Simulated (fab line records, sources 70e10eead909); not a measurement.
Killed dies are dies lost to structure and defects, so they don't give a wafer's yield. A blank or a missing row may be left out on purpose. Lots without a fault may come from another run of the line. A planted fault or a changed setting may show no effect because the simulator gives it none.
fab line records | flow nand_harc
record lots=14 wafers=42 last_day=33
route steps=1302 shown A_ZERO_WELL@405 A_ONON_D1@432 END@1302
lots that met no fault: from a run of the same line without faults
start_h: hours from the record's first day to the start of the lot's first wafer shown | wait_h: hours since the lot's step before | " the same as in the row above | L1.1+2: a row that stands for several wafers | - no value, or no start given | * or withheld: withheld | < > ~ a bound
route shown NAME@n: a module of which the file shows steps, and the number in the route of the first | usual: mean/standard deviation of fault-free wafers | same: alike in all rows | chamber/n: place in a boat | sites: the reading at each site | _std_site: their standard deviation | _edge_site: outer sites' mean less inner sites' | radius_mm: how far each site lies from the wafer's centre | mask NAME#n: copy n | behind: the tool/chamber that last shaped the wafer | hold: why the lot was held/for how many hours/how that ended | device: the transistor (n, p or np) that didn't switch | end of line: the same wafers' tests at the end of the route | a step without rows: its recipe alone | killed: dies lost to structure and defects at the first sort, not the wafer's yield | map: a wafer's dies, x killed, . not, _ none there
set.NAME: the setting as run; set.NAME@STEP: as run at that earlier step | model.NAME: the simulator's own value behind a step, which no gauge read
steps of the route over a sample of lots; a table a step, a row a wafer
services: from which hour (start_h, from the record's first day; less than 0 if before it) a tool's chamber was out of use, for how many hours, and why
## steps
# step NHARC_A_ZERO_WELL_ETCH_13
# recipe target_depth_a=1200 time_s=40.1 hbr_flow_sccm=150 cl2_flow_sccm=50 rf_w=400 icp_w=400 bias_w=100 chemistry=HBr/Cl2
# usual drypump_motor_current_A=5.9/0.33 hbr_flow_sccm=149.9/0.46 oes_product_au=0.995/0.01 throttle_valve_pct=26.405/0.0098
# columns lot.wafer tool chamber start_h wait_h drypump_motor_current_A hbr_flow_sccm oes_product_au rf_hours_counter_h throttle_valve_pct
L152.1 rie_si-03 0 134.44 - 5.6 150.1 1.007 0.4 26.404
L152.3 " 2 " " 5.4 150.1 0.997 0.4 26.403
L152.5 " 0 " " 5.6 149.8 1.003 - 26.384
L153.2 rie_si-05 2 148.95 - 6.3 150.0 0.994 0.1 26.406
L153.3 " 3 " " 5.6 150.2 0.990 0.1 26.407
L153.4 " 1 " " 5.9 149.1 1.004 0.1 26.419
L155.2 rie_si-05 1 170.83 - 6.0 149.6 1.016 0.2 26.394
L155.6 " 3 " " 5.6 150.2 0.990 - 26.407
L155.5 " 0 " " 5.7 150.2 0.988 - 26.415
L156.2 rie_si-04 0 178.50 - 5.5 149.4 0.995 0.0 26.410
L156.1 " 1 " " 6.3 150.4 0.985 0.0 26.408
L156.3 " 2 " " 6.0 150.2 1.006 0.0 26.392
L157.1 rie_si-04 3 193.31 - 6.3 149.2 0.979 0.2 26.392
L157.4 " 2 " " 6.0 150.4 0.996 0.1 26.413
L157.6 " 3 " " 6.3 149.6 0.984 - 26.397
L158.4 rie_si-03 0 194.34 - 5.6 149.7 1.005 0.8 26.403
L158.1 " 2 " " 5.3 149.1 0.994 0.6 26.406
L158.6 " 3 " " 5.8 149.8 0.995 - 26.401
L160.3 rie_si-05 3 215.02 - 5.6 150.0 1.008 0.5 26.406
L160.2 " 2 " " 6.2 149.7 0.994 0.6 26.410
L160.6 " 0 " " 5.7 150.5 0.992 - 26.396
L161.3 rie_si-03 3 231.29 - 5.8 150.2 0.990 0.0 26.401
L161.4 " 0 " " 5.6 149.7 1.006 0.0 26.403
L161.5 " 3 " " 5.8 149.6 0.991 - 26.425
L163.1 rie_si-04 3 247.56 - 6.3 149.1 0.994 0.6 26.409
L163.2 " 0 " " 5.5 149.6 0.989 0.5 26.390
L163.6 " 2 " " 6.0 149.9 0.995 - 26.398
L164.1 rie_si-03 2 255.79 - 5.4 150.1 0.993 0.2 26.414
L164.2 " 1 " " 5.7 150.1 0.995 0.2 26.386
L164.5 " 2 " " 5.4 149.8 1.003 - 26.414
L170.1 rie_si-05 2 322.29 - 6.3 150.5 0.989 0.1 26.410
L170.3 " 0 " " 5.7 150.4 1.003 0.0 26.406
L170.6 " 2 " " 6.2 150.0 0.976 - 26.405
L172.1 rie_si-04 0 338.28 - 5.5 149.3 0.994 1.2 26.397
L172.6 " 3 " " 6.3 150.5 0.991 - 26.408
L172.5 " 0 " " 5.5 150.7 0.995 - 26.411
L174.3 rie_si-04 3 357.25 - 6.3 150.8 0.987 0.0 26.397
L174.4 " 0 " " 5.5 150.2 0.994 0.0 26.419
L174.6 " 2 " " 6.0 150.2 0.981 - 26.396
L175.4 rie_si-03 1 369.58 - 5.7 149.5 0.986 0.9 26.398
L175.1 " 2 " " 5.4 149.5 0.989 0.9 26.407
L175.5 " 3 " " 5.8 149.2 0.988 - 26.401
# step NHARC_A_ONON_D1_DEP_12
# recipe target_thk_a=10000 n2_flow_sccm=2750 n2o_flow_sccm=2000 nh3_flow_sccm=500 sih4_flow_sccm=210 temp_c=400
# usual n2_flow_sccm=2748/7.8
# columns lot.wafer tool chamber start_h wait_h n2_flow_sccm
L152.1 pecvd_onon-01 0 158.77 0.1 2759
L152.3 " 0 " " 2759
L152.5 " 0 " " 2758
L153.2 pecvd_onon-04 0 172.77 0.1 2738
L153.3 " 0 " " 2747
L153.4 " 0 " " 2753
L155.2 pecvd_onon-01 0 194.69 0.1 2764
L155.5 " 0 " " 2749
L155.6 " 0 " " 2769
L156.1 pecvd_onon-01 0 202.58 0.1 2758
L156.2 " 0 " " 2745
L156.3 " 0 " " 2752
L158.1 pecvd_onon-02 0 217.33 0.1 2744
L158.4 " 0 " " 2743
L158.6 " 0 " " 2751
L157.1 pecvd_onon-04 0 217.35 0.1 2748
L157.4 " 0 " " 2739
L157.6 " 0 " " 2734
L160.2 pecvd_onon-01 0 240.13 0.1 2748
L160.3 " 0 " " 2747
L160.6 " 0 " " 2750
L161.3 pecvd_onon-02 0 256.84 0.2 2754
L161.4 " 0 " " 2754
L161.5 " 0 " " 2749
L163.1 pecvd_onon-02 0 270.73 0.1 2739
L163.2 " 0 " " 2735
L163.6 " 0 " " 2736
L164.1 pecvd_onon-02 0 281.55 0.1 2749
L164.2 " 0 " " 2746
L164.5 " 0 " " 2750
L170.1 pecvd_onon-01 0 346.55 0.1 2747
L170.3 " 0 " " 2749
L170.6 " 0 " " 2748
L172.1 pecvd_onon-02 0 362.37 0.1 2740
L172.5 " 0 " " 2750
L172.6 " 0 " " 2738
L174.3 pecvd_onon-02 0 383.44 0.2 2751
L174.4 " 0 " " 2746
L174.6 " 0 " " 2743
L175.1 pecvd_onon-02 0 394.37 0.1 2756
L175.4 " 0 " " 2761
L175.5 " 0 " " 2745
# step NHARC_A_ONON_D1_THK_MEAS_14
# recipe thk_meas_gauge=ellipsometry
# usual thk_nm=997/8.7
# columns lot.wafer tool chamber start_h wait_h thk_nm
L152.1 film_metro-02 - 159.28 - 979
L152.3 " - " " 980
L152.5 " - " " 981
L153.2 film_metro-02 - 173.25 - 1013
L153.3 " - " " 1013
L153.4 " - " " 1013
L155.2 film_metro-01 - 195.15 - 1000
L155.5 " - " " 1000
L155.6 " - " " 1001
L156.1 film_metro-01 - 203.09 - 1004
L156.2 " - " " 1005
L156.3 " - " " 1005
L158.1 film_metro-01 - 217.85 - 1004
L158.4 " - " " 1004
L158.6 " - " " 1005
L157.1 film_metro-02 - 217.89 - 1000
L157.4 " - " " 999
L157.6 " - " " 998
L160.2 film_metro-02 - 240.58 - 994
L160.3 " - " " 996
L160.6 " - " " 997
L161.3 film_metro-02 - 257.24 - 992
L161.4 " - " " 994
L161.5 " - " " 992
L163.1 film_metro-01 - 271.23 - 618
L163.2 " - " " 618
L163.6 " - " " 619
L164.1 film_metro-01 - 282.07 - 630
L164.2 " - " " 630
L164.5 " - " " 630
L170.1 film_metro-01 - 347.06 - 1005
L170.3 " - " " 1002
L170.6 " - " " 1003
L172.1 film_metro-01 - 362.88 - 997
L172.5 " - " " 996
L172.6 " - " " 996
L174.3 film_metro-01 - 383.84 - 999
L174.4 " - " " 1001
L174.6 " - " " 1001
L175.1 film_metro-01 - 394.89 - 998
L175.4 " - " " 997
L175.5 " - " " 996
# step NHARC_END_SORT_01
# recipe temp_c=25
# usual killed_at_array=56/20 killed_at_other=0.9/1.1 killed_at_periphery=3.7/3 killed_dies=61/21 killed_open=2.9/1.6 killed_short=2.6/1.4
# same gross_dies=677
# columns lot.wafer tool chamber start_h wait_h killed_at_array killed_at_other killed_at_periphery killed_dies killed_open killed_short
L156.1 prober-01 0 596.24 2.5 54 1 1 56 3 2
L156.2 prober-01 0 597.06 2.8 77 0 3 80 4 4
L156.3 prober-01 0 597.87 3.1 76 0 5 81 3 3
L155.2 prober-02 0 597.06 2.8 50 1 3 54 4 2
L155.5 prober-02 0 599.43 3.7 33 4 2 39 3 3
L155.6 prober-02 0 600.22 4.0 45 2 4 51 1 2
L158.1 prober-02 0 614.94 2.5 76 0 2 78 0 3
L158.4 prober-02 0 617.36 3.4 63 1 2 66 3 4
L158.6 prober-02 0 618.98 4.0 72 0 1 73 2 2
L160.2 prober-01 0 640.87 2.8 46 0 1 47 5 6
L160.3 prober-01 0 641.67 3.1 38 0 3 41 2 1
L160.6 prober-01 0 644.06 4.0 35 1 2 38 3 5
L163.1 prober-01 0 669.60 2.5 665 1 11 677 3 2
L163.2 prober-01 0 670.40 2.8 662 2 13 677 3 5
L163.6 prober-01 0 673.60 4.0 668 1 8 677 3 2
L164.1 prober-02 0 678.69 2.6 674 1 2 677 2 1
L164.2 prober-02 0 679.49 2.9 674 1 2 677 3 2
L164.5 prober-02 0 681.91 3.7 674 1 2 677 4 3
L174.3 prober-02 0 782.36 3.1 44 2 4 50 2 0
L174.4 prober-02 0 783.17 3.4 50 1 2 53 2 5
L174.6 prober-02 0 784.77 4.0 52 1 4 57 2 4
# killed by level:class
L156.1 A_SLIT:chamber_film_flake=26 A_CHANNEL_HOLE_D2:chamber_film_flake=21 A_CONTACT:chamber_film_flake=2 A_ONON_D1:geometric_particle:open=1 A_ONON_D2:geometric_particle:short=1 A_ONON_D2:geometric_particle:open=1 A_CHANNEL_FILL_D2:geometric_particle:short=1 P_GATE:chamber_film_flake=1
L156.2 A_CHANNEL_HOLE_D2:chamber_film_flake=35 A_SLIT:chamber_film_flake=24 A_CHANNEL_HOLE_D1:chamber_film_flake=4 A_CONTACT:chamber_film_flake=3 A_STAIRCASE:chamber_film_flake=3 A_M0:geometric_particle:open=2 P_CONTACT:geometric_particle:short=1 P_M2:geometric_particle:open=1
L155.2 A_CHANNEL_HOLE_D1:chamber_film_flake=31 A_CHANNEL_HOLE_D2:chamber_film_flake=10 P_M2:chamber_film_flake=2 A_CHANNEL_HOLE_D1:geometric_particle:short=1 A_CHANNEL_HOLE_D1:geometric_particle:open=1 A_CHANNEL_FILL_D1:geometric_particle:open=1 A_ONON_D2:geometric_particle:open=1 A_ONON_D2:geometric_particle:short=1
L156.3 A_CHANNEL_HOLE_D2:chamber_film_flake=37 A_SLIT:chamber_film_flake=23 A_CONTACT:chamber_film_flake=4 A_CHANNEL_HOLE_D1:chamber_film_flake=3 A_STAIRCASE:chamber_film_flake=2 A_WL_FILL:chamber_film_flake=2 P_CONTACT:geometric_particle:open=1 P_M0:geometric_particle:short=1
L155.5 A_CHANNEL_HOLE_D1:chamber_film_flake=17 A_CHANNEL_HOLE_D2:chamber_film_flake=5 THIN_TSV:chamber_film_flake=4 A_CONTACT:chamber_film_flake=3 A_DECK1_JOINT:geometric_particle:short=1 A_DECK1_JOINT:geometric_particle:open=1 A_ONON_D2:geometric_particle:open=1 A_ONON_D2:geometric_particle:short=1
L155.6 A_CHANNEL_HOLE_D1:chamber_film_flake=31 A_CHANNEL_HOLE_D2:chamber_film_flake=7 A_M1:chamber_film_flake=3 A_CONTACT:chamber_film_flake=2 THIN_TSV:chamber_film_flake=2 P_STI:geometric_particle:short=1 P_CONTACT:geometric_particle:short=1 A_ONON_D1:geometric_particle:open=1
L158.1 A_SLIT:chamber_film_flake=28 A_CHANNEL_HOLE_D2:chamber_film_flake=26 A_CONTACT:chamber_film_flake=11 A_WL_FILL:chamber_film_flake=4 A_SGD_CUT:chamber_film_flake=3 A_ONON_D2:geometric_particle:short=2 P_ZERO_WELL:chamber_film_flake=2 A_WL_FILL:geometric_particle:short=1
L158.4 A_SLIT:chamber_film_flake=26 A_CHANNEL_HOLE_D2:chamber_film_flake=16 A_CONTACT:chamber_film_flake=6 A_WL_FILL:chamber_film_flake=4 A_CHANNEL_HOLE_D1:chamber_film_flake=3 A_SGD_CUT:chamber_film_flake=3 A_CHANNEL_FILL_D2:geometric_particle:short=2 P_M2:geometric_particle:open=1
L158.6 A_SLIT:chamber_film_flake=38 A_CHANNEL_HOLE_D2:chamber_film_flake=18 A_CONTACT:chamber_film_flake=7 A_CHANNEL_HOLE_D1:chamber_film_flake=2 A_CHANNEL_FILL_D1:chamber_film_flake=2 A_DECK1_JOINT:geometric_particle:short=1 A_ONON_D2:geometric_particle:open=1 A_WL_FILL:geometric_particle:short=1
L160.2 A_CONTACT:chamber_film_flake=14 A_CHANNEL_HOLE_D2:chamber_film_flake=10 A_CHANNEL_HOLE_D1:chamber_film_flake=7 A_WL_FILL:geometric_particle:short=3 A_WL_FILL:geometric_particle:open=2 A_CONTACT:geometric_particle:open=2 A_SGD_CUT:chamber_film_flake=2 P_M0:geometric_particle:open=1
L160.3 A_CHANNEL_HOLE_D2:chamber_film_flake=12 A_CONTACT:chamber_film_flake=12 A_CHANNEL_HOLE_D1:chamber_film_flake=4 A_WL_FILL:chamber_film_flake=3 P_ZERO_WELL:chamber_film_flake=2 A_SLIT:chamber_film_flake=2 A_CHANNEL_FILL_D1:geometric_particle:open=1 A_CHANNEL_HOLE_D2:geometric_particle:short=1
L160.6 A_CHANNEL_HOLE_D2:chamber_film_flake=11 A_CONTACT:chamber_film_flake=8 A_CHANNEL_FILL_D1:chamber_film_flake=3 A_WL_FILL:geometric_particle:short=2 A_M0:geometric_particle:open=2 A_CHANNEL_HOLE_D1:chamber_film_flake=2 A_STAIRCASE:chamber_film_flake=2 A_SLIT:chamber_film_flake=2
L163.1 A_ONON_D1:area_dep=583 A_CHANNEL_HOLE_D1:chamber_film_flake=31 A_SLIT:chamber_film_flake=28 A_CHANNEL_HOLE_D2:chamber_film_flake=10 P_STI:chamber_film_flake=4 P_GATE:chamber_film_flake=4 A_CHANNEL_FILL_D1:geometric_particle:short=2 P_M0:chamber_film_flake=2
L163.2 A_ONON_D1:area_dep=597 A_SLIT:chamber_film_flake=25 A_CHANNEL_HOLE_D1:chamber_film_flake=16 A_CHANNEL_HOLE_D2:chamber_film_flake=10 P_GATE:chamber_film_flake=5 P_M0:chamber_film_flake=4 A_BONDPAD:chamber_film_flake=4 P_STI:chamber_film_flake=3
L163.6 A_ONON_D1:area_dep=576 A_CHANNEL_HOLE_D1:chamber_film_flake=36 A_SLIT:chamber_film_flake=32 A_CHANNEL_HOLE_D2:chamber_film_flake=13 P_M0:chamber_film_flake=5 A_CONTACT:chamber_film_flake=4 P_STI:chamber_film_flake=2 A_WL_FILL:chamber_film_flake=2
L164.1 A_ONON_D1:area_dep=625 A_CHANNEL_HOLE_D1:chamber_film_flake=34 A_CHANNEL_FILL_D1:chamber_film_flake=5 A_CHANNEL_FILL_D2:chamber_film_flake=2 A_STAIRCASE:chamber_film_flake=2 A_SOURCE_PLATE:geometric_particle:open=1 A_ONON_D1:geometric_particle:open=1 A_CHANNEL_FILL_D2:geometric_particle:short=1
L164.2 A_ONON_D1:area_dep=637 A_CHANNEL_HOLE_D1:chamber_film_flake=22 A_STAIRCASE:chamber_film_flake=4 A_SLIT:chamber_film_flake=4 A_CHANNEL_HOLE_D1:geometric_particle:short=1 A_CHANNEL_FILL_D1:geometric_particle:short=1 A_WL_FILL:geometric_particle:open=1 A_M0:geometric_particle:open=1
L164.5 A_ONON_D1:area_dep=625 A_CHANNEL_HOLE_D1:chamber_film_flake=35 A_CONTACT:geometric_particle:open=2 A_SLIT:chamber_film_flake=2 A_CHANNEL_FILL_D1:chamber_film_flake=2 A_ONON_D1:geometric_particle:short=1 A_WL_FILL:geometric_particle:short=1 A_BLC:geometric_particle:open=1
L174.3 A_CHANNEL_HOLE_D2:chamber_film_flake=30 A_SLIT:chamber_film_flake=8 P_GATE:chamber_film_flake=2 A_ZERO_WELL:chamber_film_flake=2 THIN_TSV:chamber_film_flake=2 P_M0:geometric_particle:open=1 A_M0:geometric_particle:open=1 P_ZERO_WELL:chamber_film_flake=1
L174.4 A_CHANNEL_HOLE_D2:chamber_film_flake=35 A_SLIT:chamber_film_flake=7 A_CHANNEL_FILL_D2:geometric_particle:short=2 P_CONTACT:geometric_particle:open=1 P_BONDPAD:geometric_particle:short=1 A_CHANNEL_FILL_D1:geometric_particle:open=1 A_WL_FILL:geometric_particle:short=1 A_M0:geometric_particle:short=1
L174.6 A_CHANNEL_HOLE_D2:chamber_film_flake=35 A_SLIT:chamber_film_flake=8 A_WL_FILL:geometric_particle:short=2 P_STI:chamber_film_flake=2 A_ZERO_WELL:chamber_film_flake=2 A_SGD_CUT:chamber_film_flake=2 P_CONTACT:geometric_particle:short=1 P_CONTACT:geometric_particle:open=1
## services
# columns tool chamber start_h hours kind
rie_si-05 - 128.00 9.0 pm
pecvd_onon-04 - 130.00 13.0 pm
rie_si-05 - 141.89 0.1 repair
rie_si-03 2 150.74 30.4 repair
rie_si-04 - 165.00 9.0 pm
rie_si-04 0 165.00 9.0 vent_cycle
rie_si-04 1 165.00 9.0 vent_cycle
rie_si-04 2 165.00 9.0 vent_cycle
rie_si-04 3 165.00 9.0 vent_cycle
rie_si-04 0 174.00 - clean
rie_si-04 1 174.00 - clean
rie_si-04 2 174.00 - clean
rie_si-03 0 179.60 4.1 repair
pecvd_onon-02 - 185.00 13.0 pm
rie_si-03 - 221.00 9.0 pm
rie_si-05 0 264.95 14.1 repair
pecvd_onon-01 - 269.00 13.0 pm
rie_si-04 - 297.68 0.2 repair
rie_si-05 - 305.00 9.0 pm
pecvd_onon-04 - 311.00 13.0 pm
rie_si-04 2 335.17 4.7 repair
rie_si-04 - 342.00 9.0 pm
pecvd_onon-02 - 366.32 13.0 pm
rie_si-04 3 386.70 4.4 repair
## key
first_sign step=NHARC_A_ONON_D1_THK_MEAS_14 reading=thk_nm direction=down sigmas=43 usual=997 struck=624
effect step=NHARC_END_SORT_01 reading=killed_at_array direction=up sigmas=30 usual=56 struck=670
more_kills_born_at NHARC_A_ONON_D1_DEP_12@pecvd_onon-02=3643
met_at NHARC_A_ONON_D1_DEP_12
struck_lots L163,L164
later_rows_left_out L163.1,L163.2,L163.6,L164.1,L164.2,L164.5
tester_left_out L163,L164
not_acting_at NHARC_A_ZERO_WELL_ETCH_13
onset_between 256.84 270.73
fault kind=process_parameter_drift tool=pecvd_onon-02 chamber=- onset_h=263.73 steps=NHARC_A_ONON_D1_DEP_12 channel=target_thk_a offset=* shape=step end_h=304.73 acts_in=* stated=*
# tester_left_out: of these lots the tester's yield and bins aren't shown, on N5 and GAA mostly nor the transistor test; their killed dies are dies lost to structure and defects alone, not to doping, threshold or leakage, so they don't give the yield
# later_rows_left_out: the simulator's readings of these wafers behind a module that went badly wrong aren't trusted and aren't shown, but for the sort
